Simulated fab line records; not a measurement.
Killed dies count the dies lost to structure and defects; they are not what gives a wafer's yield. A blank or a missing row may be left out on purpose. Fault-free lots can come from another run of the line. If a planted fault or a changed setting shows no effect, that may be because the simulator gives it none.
fab line records :: flow n5-finfet
record:
  lots: 5
  wafers: 11
  last-day: 17
route steps=1938 shown HKMG_FIN@461 GATE_CUT@465 MOL_CONTACT_COAG@561 PASSIVATION@1936
lots with no fault: from the same line, run without faults
start-h: start of the lot's first displayed wafer, in hours after the record's first day :: wait-h: time in hours since the lot's previous step :: " unchanged from the row above :: L1.1+2: several wafers, shown together as one row :: - value missing, or start not given :: * or withheld: withheld :: < > ~ a bound
route shown NAME@n: names a module that has steps shown in the file, with the first one's number in the route :: usual: mean and standard deviation over wafers with no fault :: same: alike in all rows :: chamber/n: place in a boat :: sites: each site's reading :: _std_site: standard deviation across them :: _edge_site: outer sites' mean less inner sites' :: radius-mm: how far each site lies from the wafer's centre :: mask NAME#n: copy n :: behind: tool/chamber where the wafer was last shaped :: hold: why the lot was held/for how many hours/how that ended :: device: which transistor (n, p or np) failed to switch :: end of line: at the end of the route, the tests of the same wafers :: a step with no rows: only its recipe :: killed: not the wafer's yield, but the dies lost to structure and defects at the first sort :: map: a wafer's dies, marking killed ones x, the rest . and places with no die _
set.NAME: the setting that was run; set.NAME@STEP: the one run at that earlier step :: model.NAME: the simulator's own value behind a step, which no gauge read
lots at some steps of the route; a table a step, a row a wafer
services: a tool's chamber out of use, with start hour (start-h, from the record's first day; less than 0 if before it), hours out, and reason
== steps ==
step: N5_HKMG_FIN_CMP_23
recipe:
  stop-on: SiNx
  t-overpolish-s: 10
  post-cmp-clean: rinse-only
  down-force-psi: 4
  platen-rpm: 50.289
  pad-velocity-m-s: 1.0006
  target-thk-nm: 46.326
step: N5_HKMG_FIN_CMP_94
recipe:
  stop-on: SiNx
  post-cmp-clean: w-dilute-nh4oh
  t-overpolish-s: 4.7
  down-force-psi: 4
  platen-rpm: 50.289
  pad-velocity-m-s: 1.0006
  target-thk-nm: 43.299
step: N5_GATE_CUT_ETCHBACK_00
recipe:
  chemistry: SF6/Cl2
  target: W
  pressure-mtorr: 8
  icp-w: 900
  bias-w: 80
  SF6_flow_sccm: 40
  Cl2_flow_sccm: 60
step: N5_GATE_CUT_ETCH_56
recipe:
  chemistry: Cl2/Ar
  target: TiN
  target-depth-a: 216
  pressure-mtorr: 10
  icp-w: 600
  bias-w: 60
  Cl2_flow_sccm: 40
  Ar_flow_sccm: 60
step: N5_GATE_CUT_ETCHBACK_30
recipe:
  chemistry: Cl2/Ar
  target: TiN
  target-depth-a: 30
  mode: isotropic
  pressure-mtorr: 10
  icp-w: 600
  bias-w: 60
  Cl2_flow_sccm: 40
  Ar_flow_sccm: 60
step: N5_GATE_CUT_VAPOR_ETCH_60
recipe:
  chemistry: BCl3/Cl2
  target: HfO2
  mode: isotropic
step: N5_GATE_CUT_ETCH_58
recipe:
  chemistry: CH3F/O2
  target: SiNx
  target-depth-a: 170
  time-s: 128.6
  ion-energy-ev: 50
  pressure-mtorr: 30
  source-w: 415
  bias-w: 21
  Ar_flow_sccm: 150
  CH3F_flow_sccm: 30
  O2_flow_sccm: 20
step: N5_GATE_CUT_STRIP_59
recipe:
  chemistry: N2/H2
  time-s: 20
  power-w: 100
  temp-c: 40
  pressure-mtorr: 100
  rf-frequency-hz: 6e+07
  bias-power-w: 3
  n2-flow-sccm: 300
  h2-flow-sccm: 300
step: N5_GATE_CUT_PRECLEAN_31
recipe:
  temp-c: 23
  chemistry: DIW
  time-s: 300
step: N5_GATE_CUT_SRD_32
recipe:
  time-s: 30
  temp-c: 23
  rinse-liquid: diw
  dry: ipa-marangoni
step: N5_GATE_CUT_SAC_CAP_01
recipe:
  material: SiNx
  target-thk-a: 240
  temp-c: 400
  ald-precursor-family: SiH2I2
  ald-co-reactant: N2/H2-plasma
  pulse-time-s: 1
  ald-cycles: 480
  purge-time-s: 2
  co-reactant-purge-time-s: 2
  pressure-torr: 2
usual:
  heater-power-w: 822/110
  precursor-pulse-height-rel: 1.001/0.021
  susceptor-temp-C: 399.98/0.22
lot.wafer: L812.1
tool: ald-sin-03
chamber: 0
start-h: 151.52
wait-h: 0.7
heater-power-w: 786
precursor-pulse-height-rel: 0.994
susceptor-temp-C: 399.51

lot.wafer: L812.4
tool: ald-sin-03
chamber: 2
start-h: 151.52
wait-h: 0.7
heater-power-w: 921
precursor-pulse-height-rel: 1.006
susceptor-temp-C: 399.93

lot.wafer: L812.5
tool: ald-sin-03
chamber: 1
start-h: 152.61
wait-h: 1.8
heater-power-w: 621
precursor-pulse-height-rel: 0.945
susceptor-temp-C: 400.25

lot.wafer: L814.5
tool: ald-sin-03
chamber: 3
start-h: 164.51
wait-h: 1.3
heater-power-w: 935
precursor-pulse-height-rel: 1.012
susceptor-temp-C: 399.90

lot.wafer: L816.3
tool: ald-sin-03
chamber: 3
start-h: 179.41
wait-h: 0.6
heater-power-w: 906
precursor-pulse-height-rel: 1.005
susceptor-temp-C: 400.10

lot.wafer: L816.4
tool: ald-sin-03
chamber: 2
start-h: 179.41
wait-h: 0.6
heater-power-w: 920
precursor-pulse-height-rel: 1.018
susceptor-temp-C: 399.97

lot.wafer: L816.5
tool: ald-sin-03
chamber: 0
start-h: 180.50
wait-h: 1.7
heater-power-w: 779
precursor-pulse-height-rel: 1.030
susceptor-temp-C: 399.88

lot.wafer: L817.3
tool: ald-sin-03
chamber: 0
start-h: 186.59
wait-h: 1.0
heater-power-w: 778
precursor-pulse-height-rel: 0.976
susceptor-temp-C: 399.84

lot.wafer: L817.6
tool: ald-sin-03
chamber: 3
start-h: 187.67
wait-h: 2.1
heater-power-w: 948
precursor-pulse-height-rel: 0.997
susceptor-temp-C: 399.45

lot.wafer: L820.3
tool: ald-sin-04
chamber: 3
start-h: 203.12
wait-h: 0.0
heater-power-w: 864
precursor-pulse-height-rel: 0.996
susceptor-temp-C: 400.10

lot.wafer: L820.6
tool: ald-sin-04
chamber: 0
start-h: 204.21
wait-h: 1.1
heater-power-w: 671
precursor-pulse-height-rel: 0.991
susceptor-temp-C: 399.76
step: N5_GATE_CUT_PECVD_57
recipe:
  material: SiNx
  target-thk-a: 210
  temp-c: 400
  precursor: SiH4/NH3/N2
  pressure-torr: 1.5
  rf-w: 300
step: N5_GATE_CUT_CMP_02
recipe:
  stop-on: SiO2
  t-overpolish-s: 12.7
  post-cmp-clean: alkaline-brush
  down-force-psi: 2.5
  platen-rpm: 51.8
  pad-velocity-m-s: 1.0307
  target-thk-nm: 0
step: N5_GATE_CUT_HM_DEP_46
recipe:
  material: SiO2
  target-thk-a: 1300
  temp-c: 400
  precursor: TEOS/O2
  pressure-torr: 6.5
  rf-w: 900
  teos-flow-sccm: 161.4
  gas: O2
  flow-sccm: 2650
  time-s: 26.6
step: N5_GATE_CUT_COAT_34
recipe:
  resist: SOC
  temp-c: 250
  time-s: 60
  spin-rpm: 1500
  resist-thk-nm: 60
step: N5_GATE_CUT_COAT_35
recipe:
  resist: SiARC
  temp-c: 220
  time-s: 60
  spin-rpm: 1500
  resist-thk-nm: 10
step: N5_GATE_CUT_COAT_27
recipe:
  resist: underlayer
  temp-c: 205
  time-s: 60
  spin-rpm: 1500
  resist-thk-nm: 10
step: N5_GATE_CUT_COAT_07
recipe:
  resist: CAR-EUV
  spin-rpm: 1500
  resist-thk-nm: 30
step: N5_GATE_CUT_EBR_09
recipe:
  solvent: PGMEA
  ebr-width-mm: 1.5
step: N5_GATE_CUT_SOFTBAKE_08
recipe:
  temp-c: 110
  time-s: 60
  resist: CAR-EUV
step: N5_GATE_CUT_EXPOSE_10
recipe:
  mask-id: GATE_CUT
  na: 0.33
  source-shape: annular
  sigma-inner: 0.35
  sigma-outer: 0.8
  polarization: unpolarized
  target-cd-nm: 20
  dose-mj: 43.25
step: N5_GATE_CUT_PEB_11
recipe:
  peb-temp-c: 100
  peb-time-s: 60
  resist: CAR-EUV
step: N5_GATE_CUT_DEVELOP_12
recipe:
  develop-time-s: 30
  developer: TMAH
  resist: CAR-EUV
  rinse-liquid: surfactant-rinse
  dry: air-spin
  dev-temp-c: 23
step: N5_GATE_CUT_DESCUM_18
recipe:
  chemistry: O2
  time-s: 7
  source-power-w: 50
  bias-power-w: 20
  pressure-mtorr: 20
  rf-frequency-hz: 2.712e+07
  temp-c: 40
  resist: CAR-EUV
  o2-flow-sccm: 225
step: N5_GATE_CUT_ETCH_28
recipe:
  chemistry: N2/H2
  target: underlayer
  target-depth-a: 130
  mask-material: CAR-EUV
  time-s: 10.4
  ion-energy-ev: 200
  pressure-mtorr: 30
  source-w: 840
  bias-w: 150
  n2-flow-sccm: 200
  h2-flow-sccm: 200
  ends: cleared
step: N5_GATE_CUT_ETCH_36
recipe:
  chemistry: CF4
  target: SiARC
  target-depth-a: 130
  mask-material: CAR-EUV
  time-s: 21.7
  ion-energy-ev: 80
  pressure-mtorr: 40
  source-w: 545
  bias-w: 36
  Ar_flow_sccm: 100
  cf4-flow-sccm: 100
  ends: cleared
step: N5_GATE_CUT_ETCH_37
recipe:
  chemistry: N2/H2
  target: SOC
  target-depth-a: 600
  overetch-a: 120
  mask-material: SiARC
  temp-c: 40
  time-s: 90
  ion-energy-ev: 200
  pressure-mtorr: 30
  source-w: 840
  bias-w: 150
  n2-flow-sccm: 200
  h2-flow-sccm: 200
step: N5_GATE_CUT_STRIP_38
recipe:
  chemistry: N2/H2
  temp-c: 40
  n2-flow-sccm: 200
  h2-flow-sccm: 200
  rf-frequency-hz: 6e+07
step: N5_GATE_CUT_STRIP_39
recipe:
  chemistry: N2/H2
  temp-c: 40
  n2-flow-sccm: 200
  h2-flow-sccm: 200
  rf-frequency-hz: 6e+07
step: N5_GATE_CUT_HM_OPEN_40
recipe:
  chemistry: C4F6/O2
  target: SiO2
  mask-material: SiARC
  target-depth-a: 1390
  time-s: 85.1
  ion-energy-ev: 250
  pressure-mtorr: 30
  source-w: 345
  bias-w: 185
  Ar_flow_sccm: 300
  C4F6_flow_sccm: 10
  O2_flow_sccm: 10
  ends: cleared
step: N5_GATE_CUT_STRIP_41
recipe:
  chemistry: CF4
  resist: SiARC
  power-w: 300
  bias-power-w: 75
  pressure-mtorr: 50
  cf4-flow-sccm: 150
  rf-frequency-hz: 6e+07
step: N5_GATE_CUT_STRIP_42
recipe:
  chemistry: O2
  power-w: 400
  temp-c: 40
  pressure-mtorr: 30
  rf-frequency-hz: 6e+07
  bias-power-w: 0
  overash-fraction: 0.3
  o2-flow-sccm: 225
step: N5_GATE_CUT_ETCH_19
recipe:
  chemistry: CH3F/O2
  target: SiNx
  mask-material: SiO2
  target-depth-a: 537
  time-s: 76.7
  pressure-mtorr: 30
  source-w: 395
  bias-w: 73
  Ar_flow_sccm: 150
  CH3F_flow_sccm: 30
  O2_flow_sccm: 20
  ion-energy-ev: 120
  ends: cleared
step: N5_GATE_CUT_CUT_ETCH_53
recipe:
  chemistry: SF6/Cl2
  target: W
  mask-material: SiO2
  target-depth-a: 792
  pressure-mtorr: 8
  icp-w: 900
  bias-w: 80
  SF6_flow_sccm: 40
  Cl2_flow_sccm: 60
  ends: cleared
step: N5_GATE_CUT_CUT_ETCH_54
recipe:
  chemistry: Cl2/BCl3
  target: TiN
  mask-material: SiO2
  target-depth-a: 967
  pressure-mtorr: 10
  icp-w: 1000
  bias-w: 126
  Cl2_flow_sccm: 53.25
  bcl3-flow-sccm: 21.75
  Ar_flow_sccm: 25
  ends: cleared
step: N5_GATE_CUT_CUT_ETCH_55
recipe:
  chemistry: BCl3
  target: HfO2
  mask-material: SiO2
  target-depth-a: 32
  ion-energy-ev: 30
  pressure-mtorr: 5
  icp-w: 450
  bias-w: 18
  bcl3-flow-sccm: 80
step: N5_MOL_CONTACT_COAG_THK_MEAS_29
recipe:
  reads: SiNx_of_GATE_CUT_PECVD_57+SiNx_of_GATE_CUT_SAC_CAP_01
usual:
  MD_CAP_THK: 17.91/0.082
lot.wafer: L812.1
tool: film-metro-02
chamber: -
start-h: 168.80
wait-h: -
MD_CAP_THK[nm]: 17.97

lot.wafer: L812.4
tool: film-metro-02
chamber: -
start-h: 168.80
wait-h: -
MD_CAP_THK[nm]: 17.96

lot.wafer: L812.5
tool: film-metro-02
chamber: -
start-h: 168.80
wait-h: -
MD_CAP_THK[nm]: 18.03

lot.wafer: L814.5
tool: film-metro-01
chamber: -
start-h: 179.39
wait-h: -
MD_CAP_THK[nm]: 14.04

lot.wafer: L816.3
tool: film-metro-02
chamber: -
start-h: 195.79
wait-h: -
MD_CAP_THK[nm]: 14.14

lot.wafer: L816.4
tool: film-metro-02
chamber: -
start-h: 195.79
wait-h: -
MD_CAP_THK[nm]: 17.86

lot.wafer: L816.5
tool: film-metro-02
chamber: -
start-h: 195.79
wait-h: -
MD_CAP_THK[nm]: 17.95

lot.wafer: L817.3
tool: film-metro-02
chamber: -
start-h: 201.99
wait-h: -
MD_CAP_THK[nm]: 18.02

lot.wafer: L817.6
tool: film-metro-02
chamber: -
start-h: 201.99
wait-h: -
MD_CAP_THK[nm]: 14.19

lot.wafer: L820.3
tool: film-metro-01
chamber: -
start-h: 219.60
wait-h: -
MD_CAP_THK[nm]: 17.80

lot.wafer: L820.6
tool: film-metro-01
chamber: -
start-h: 219.60
wait-h: -
MD_CAP_THK[nm]: 17.85
step: N5_PASSIVATION_PROBE_49
usual:
  killed_at_M0_to_M3: 35/11
  killed_at_M4_up: 14/5.4
  killed-at-contacts: 13/6
  killed-at-front-end: 38/11
  killed-at-other: 3.4/2.6
  killed-dies: 104/19
  killed-open: 68/13
  killed-short: 34/8.5
same:
  gross-dies: 1180
  killed-at-back-side: 0
lot.wafer: L812.1
tool: prober-01
chamber: -
start-h: 369.99
wait-h: 0.0
killed_at_M0_to_M3: 49
killed_at_M4_up: 7
killed-at-contacts: 5
killed-at-front-end: 45
killed-at-other: 11
killed-dies: 117
killed-open: 75
killed-short: 41

lot.wafer: L812.4
tool: prober-01
chamber: -
start-h: 370.14
wait-h: 0.2
killed_at_M0_to_M3: 34
killed_at_M4_up: 28
killed-at-contacts: 3
killed-at-front-end: 40
killed-at-other: 1
killed-dies: 106
killed-open: 67
killed-short: 33

lot.wafer: L812.5
tool: prober-01
chamber: -
start-h: 370.19
wait-h: 0.2
killed_at_M0_to_M3: 21
killed_at_M4_up: 13
killed-at-contacts: 7
killed-at-front-end: 36
killed-at-other: 14
killed-dies: 91
killed-open: 57
killed-short: 32

lot.wafer: L816.3
tool: prober-01
chamber: -
start-h: 396.53
wait-h: 0.1
killed_at_M0_to_M3: 30
killed_at_M4_up: 12
killed-at-contacts: 402
killed-at-front-end: 44
killed-at-other: 2
killed-dies: 490
killed-open: 59
killed-short: 38

lot.wafer: L816.4
tool: prober-01
chamber: -
start-h: 396.58
wait-h: 0.2
killed_at_M0_to_M3: 32
killed_at_M4_up: 15
killed-at-contacts: 16
killed-at-front-end: 42
killed-at-other: 3
killed-dies: 108
killed-open: 78
killed-short: 28

lot.wafer: L816.5
tool: prober-01
chamber: -
start-h: 396.63
wait-h: 0.2
killed_at_M0_to_M3: 15
killed_at_M4_up: 11
killed-at-contacts: 14
killed-at-front-end: 45
killed-at-other: 0
killed-dies: 85
killed-open: 51
killed-short: 32

lot.wafer: L820.3
tool: prober-01
chamber: -
start-h: 409.07
wait-h: 0.1
killed_at_M0_to_M3: 45
killed_at_M4_up: 10
killed-at-contacts: 29
killed-at-front-end: 40
killed-at-other: 2
killed-dies: 126
killed-open: 82
killed-short: 43

lot.wafer: L820.6
tool: prober-01
chamber: -
start-h: 409.22
wait-h: 0.3
killed_at_M0_to_M3: 57
killed_at_M4_up: 20
killed-at-contacts: 19
killed-at-front-end: 33
killed-at-other: 1
killed-dies: 130
killed-open: 90
killed-short: 40

lot.wafer: L817.3
tool: prober-01
chamber: -
start-h: 410.33
wait-h: 0.1
killed_at_M0_to_M3: 19
killed_at_M4_up: 11
killed-at-contacts: 8
killed-at-front-end: 57
killed-at-other: 6
killed-dies: 101
killed-open: 56
killed-short: 35

lot.wafer: L817.6
tool: prober-01
chamber: -
start-h: 410.48
wait-h: 0.3
killed_at_M0_to_M3: 32
killed_at_M4_up: 11
killed-at-contacts: 420
killed-at-front-end: 27
killed-at-other: 4
killed-dies: 494
killed-open: 57
killed-short: 32
killed by level:class
L812.1 BEOL_M0_SAQP:geometric-particle:open=17 STI_FIN_REVEAL:geometric-particle:open=16 BEOL_M2:geometric-particle:open=14 FIN_SAQP:geometric-particle:short=12 BEOL_M0_SAQP:geometric-particle:short=7 BEOL_M2:geometric-particle:short=4 BEOL_M4:geometric-particle:open=4 MIM_TOP_ETCH:geometric-particle:open=4
L812.4 BEOL_M4:geometric-particle:open=22 BEOL_M2:geometric-particle:open=9 GATE_CUT:geometric-particle:short=8 BEOL_M0_SAQP:geometric-particle:short=8 STI_FIN_REVEAL:geometric-particle:open=6 BEOL_M0_SAQP:geometric-particle:open=6 GATE_CUT:geometric-particle:open=5 HKMG_FIN:area-etch=5
L812.5 STI_FIN_REVEAL:geometric-particle:open=8 BEOL_M0_SAQP:geometric-particle:open=7 FIN_SAQP:geometric-particle:short=6 MOL_CONTACT_COAG:geometric-particle:open=6 BEOL_M0_SAQP:geometric-particle:short=5 FIN_SAQP:geometric-particle:open=4 MIM_TOP_ETCH:geometric-particle:short=4 PASS1_CAP:geometric-particle:open=4
L816.3 MOL_CONTACT_COAG:area-etch=390 FIN_SAQP:geometric-particle:short=11 MOL_CONTACT_COAG:geometric-particle:open=11 STI_FIN_REVEAL:geometric-particle:open=9 BEOL_M0_SAQP:geometric-particle:short=9 FIN_SAQP:geometric-particle:open=8 BEOL_M0_SAQP:geometric-particle:open=8 GATE_CUT:geometric-particle:short=5
L816.4 FIN_SAQP:geometric-particle:open=13 MOL_CONTACT_COAG:geometric-particle:open=13 BEOL_M0_SAQP:geometric-particle:open=11 STI_FIN_REVEAL:geometric-particle:open=10 BEOL_M0_SAQP:geometric-particle:short=7 FIN_SAQP:geometric-particle:short=6 BEOL_M2:geometric-particle:open=6 BEOL_M4:geometric-particle:open=5
L816.5 STI_FIN_REVEAL:geometric-particle:open=15 MOL_CONTACT_COAG:geometric-particle:open=11 FIN_SAQP:geometric-particle:open=6 FIN_SAQP:geometric-particle:short=6 BEOL_M0_SAQP:geometric-particle:short=5 DUMMY_GATE:geometric-particle:short=4 GATE_CUT:geometric-particle:short=4 BEOL_M0_SAQP:geometric-particle:open=4
L820.3 MOL_CONTACT_COAG:geometric-particle:open=19 FIN_SAQP:geometric-particle:open=14 BEOL_M0_SAQP:geometric-particle:open=12 MOL_CONTACT_COAG:geometric-particle:short=10 BEOL_M2:geometric-particle:open=8 BEOL_M3:geometric-particle:short=8 BEOL_M3:geometric-particle:open=8 FIN_SAQP:geometric-particle:short=7
L820.6 MOL_CONTACT_COAG:geometric-particle:open=16 BEOL_M3:geometric-particle:open=16 BEOL_M4:geometric-particle:open=14 BEOL_M0_SAQP:geometric-particle:short=12 FIN_SAQP:geometric-particle:open=9 BEOL_M2:geometric-particle:open=8 BEOL_M0_SAQP:geometric-particle:open=8 FIN_SAQP:geometric-particle:short=7
L817.3 FIN_SAQP:geometric-particle:short=13 HKMG_FIN:area-etch=9 FIN_SAQP:geometric-particle:open=6 ILD0:geometric-particle:short=6 DUMMY_GATE:geometric-particle:open=5 MOL_CONTACT_COAG:geometric-particle:open=5 BEOL_M3:geometric-particle:open=4 BEOL_M6:geometric-particle:open=4
L817.6 MOL_CONTACT_COAG:area-etch=403 MOL_CONTACT_COAG:geometric-particle:open=13 BEOL_M0_SAQP:geometric-particle:open=8 BEOL_M0_SAQP:geometric-particle:short=7 STI_FIN_REVEAL:geometric-particle:open=5 BEOL_M2:geometric-particle:open=5 FIN_SAQP:geometric-particle:short=4 MOL_CONTACT_COAG:geometric-particle:short=4
map L816.3 (x killed, . not)
_________________............________________
______________.................._____________
___________........................__________
__________xx..x.....x....xx........._________
________..x.x.......x.x.....x........._______
_______..........................x...x.______
______................x................._____
_____.xx...........xxxxxxxx.x....xx......____
____x...........xxxxxxxxxxxxx.x.xx........___
___...........xxxxxxxxxxxxxxxxxx..x........__
___x........xxxxxxxxxxxxxxxxxxxxx..........__
__..x.....x.xxxxxxxxxxxxxxxxxxxxxx.........._
__......x..xxxxxxxxxxxxxxxxxxxxxxxx........._
_.......x.xxxxxxxxxxxxxxxxxxxxxxxxxx.........
_.........xxxxxxxxxxxxxxxxxxxxxxxxxx.......xx
_.........xxxxxxxxxxxxxxxxxxxxxxxxxx.........
_.........xxxxxxxxxxxxxxxxxxxxxxxxxx.........
_.....x...xxxxxxxxxxxxxxxxxxxxxxxxxx.........
_.x..x....xxxxxxxxxxxxxxxxxxxxxxxxxx.........
_.......x.xxxxxxxxxxxxxxxxxxxxxxxxxx..x......
_.......x..xxxxxxxxxxxxxxxxxxxxxxxxxx.x......
__.........xxxxxxxxxxxxxxxxxxxxxxxx..x..x..._
__..........xxxxxxxxxxxxxxxxxxxxxxx....x...._
___.x...x....xxxxxxxxxxxxxxxxxxxx..........__
___...........xxxxxxxxxxxxxxxxxxx..........__
____............xxxxxxxxxxxxxxx......x....___
_____............xxxxxxxxxxx..x.x........____
______x...x...x......xx.....x..........._____
_______..................x...x.........______
________..............x..x............_______
__________................x..x.x..x._________
___________x.......................__________
______________.................x_____________
_________________........xx..________________
map L817.6 (x killed, . not)
_________________...x........________________
______________.................._____________
___________..x..x..................__________
__________.........................._________
________.............................._______
_______.x..........x..................x______
______.................................._____
_____.............xxxxxxxxxx.........x...____
____x...........xxxxxxxxxxxxxxxx..........___
___x..........xxxxxxxxxxxxxxxxxx...........__
___......x..xxxxxxxxxxxxxxxxxxxxx..........__
__.......x..xxxxxxxxxxxxxxxxxxxxxx.......x.._
__.......x.xxxxxxxxxxxxxxxxxxxxxxxx........x_
_x..x.....xxxxxxxxxxxxxxxxxxxxxxxxx..........
_x...x....xxxxxxxxxxxxxxxxxxxxxxxxxxx......x.
_.........xxxxxxxxxxxxxxxxxxxxxxxxxx.........
_.....x...xxxxxxxxxxxxxxxxxxxxxxxxxxx..x...x.
_.....x...xxxxxxxxxxxxxxxxxxxxxxxxxx.x.....x.
_.........xxxxxxxxxxxxxxxxxxxxxxxxxx.........
_..x...x..xxxxxxxxxxxxxxxxxxxxxxxxxx.....xx..
_....xx...xxxxxxxxxxxxxxxxxxxxxxxxx.....x...x
__xxx..x...xxxxxxxxxxxxxxxxxxxxxxxx........._
__...x......xxxxxxxxxxxxxxxxxxxxxxx........._
___.........xxxxxxxxxxxxxxxxxxxxx.......x..__
___......x..xxxxxxxxxxxxxxxxxxxx.....x.....__
____....x......xxxxxxxxxxxxxxxx.........x.___
_____....x........xxxxxxxxxxx............____
______.....x..x......x.x.......x........_____
_______..x................x............______
________..................x..........._______
__________....xx.x.................._________
___________...x...x................__________
______________...........x......_____________
_________________..x..x......________________
== services ==
tool: ald-sin-04
chamber: -
start-h: 176.75
hours: 14.0
kind: pm

tool: ald-sin-04
chamber: 0
start-h: 176.75
hours: 14.0
kind: vent-cycle

tool: ald-sin-04
chamber: 1
start-h: 176.75
hours: 14.0
kind: vent-cycle

tool: ald-sin-04
chamber: 2
start-h: 176.75
hours: 14.0
kind: vent-cycle

tool: ald-sin-04
chamber: 3
start-h: 176.75
hours: 14.0
kind: vent-cycle

tool: ald-sin-03
chamber: 2
start-h: 182.84
hours: 6.7
kind: repair

tool: ald-sin-04
chamber: 0
start-h: 190.75
hours: -
kind: clean

tool: ald-sin-04
chamber: 1
start-h: 190.75
hours: -
kind: clean

tool: ald-sin-04
chamber: 2
start-h: 190.75
hours: -
kind: clean

tool: ald-sin-04
chamber: 3
start-h: 190.75
hours: -
kind: clean
== key ==
first-sign:
  step: N5_MOL_CONTACT_COAG_THK_MEAS_29
  reading: MD_CAP_THK
  direction: down
  sigmas: 46
  usual: 17.91
  struck: 14.13
effect:
  step: N5_PASSIVATION_PROBE_49
  reading: killed-at-contacts
  direction: up
  sigmas: 66
  usual: 13
  struck: 411
more-kills-born-at:
  N5_MOL_CONTACT_COAG_ETCH_47@rie-diel-03: 793
met-at N5_GATE_CUT_SAC_CAP_01
struck-wafers L814.5,L816.3,L817.6
rows-end L814.5
tester-left-out L816,L817
fault:
  kind: site-profile-drift
  tool: ald-sin-03
  chamber: 3
  onset-h: 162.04
  steps: N5_GATE_CUT_SAC_CAP_01
  basis: fraction
  max-abs-drift: 0.35897
  slope-share-per-hr: 79.772
  site-pattern: 0,0,0,0,0,-1,-1,-1,-1
tester-left-out: of these lots the tester's yield and bins aren't shown, on N5 and GAA mostly nor the transistor test; their killed dies are dies lost to structure and defects alone, not to doping, threshold or leakage, so they don't give the yield
rows-end: these wafers met a further fault down the route, and their rows from its step on are left out
